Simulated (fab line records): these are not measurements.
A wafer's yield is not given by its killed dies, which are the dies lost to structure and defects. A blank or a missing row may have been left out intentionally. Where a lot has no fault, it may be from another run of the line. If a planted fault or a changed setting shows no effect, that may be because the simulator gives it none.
Chamber matching -- flow nandHarc -- 4 sister chambers for NHARC_P_M1_STRIP_18 on rieDiel-07
The step strips in N2/H2. 4 wafers are shown with their chamber, then 12 later ones without.

== WAFERS, EACH WITH ITS CHAMBER ==
wafer,chamber,drypumpMotorCurrentA (A)
L090.4,2,6.6
L092.1,3,5.9
L092.2,0,5.5
L092.4,1,5.4

== WAFERS WITH NO CHAMBER GIVEN ==
wafer,drypumpMotorCurrentA (A)
L093.1,5.5
L093.3,5.4
L093.5,5.4
L094.1,5.5
L094.4,5.9
L094.5,5.4
L096.1,5.9
L096.2,5.4
L096.3,6.6
L097.1,6.6
L097.5,5.6
L097.6,5.9

== WHICH CHAMBER EACH WENT THROUGH ==
wafer,from the rows above,in truth
L093.1,0,0
L093.3,1,1
L093.5,1,1
L094.1,0,0
L094.4,3,3
L094.5,1,1
L096.1,3,3
L096.2,1,1
L096.3,2,2
L097.1,2,2
L097.5,0,0
L097.6,3,3
12 of 12 placed correctly. Number that these rows cannot place: 0. Number placed wrongly: 0.
How it was worked out, from the rows above alone: a wafer's distance from a chamber is the root of the sum, over the readings, of the square of ((its reading less the chamber's mean) divided by the reading's scatter). If the next closest chamber is less than 2 further off than the closest, the wafer can't be placed; otherwise it belongs to the closest. For every chamber, the mean is computed from those of its wafers that are shown. The scatter: root of mean squared gap, hidden wafer to nearest shown wafer, with one shown wafer a chamber.
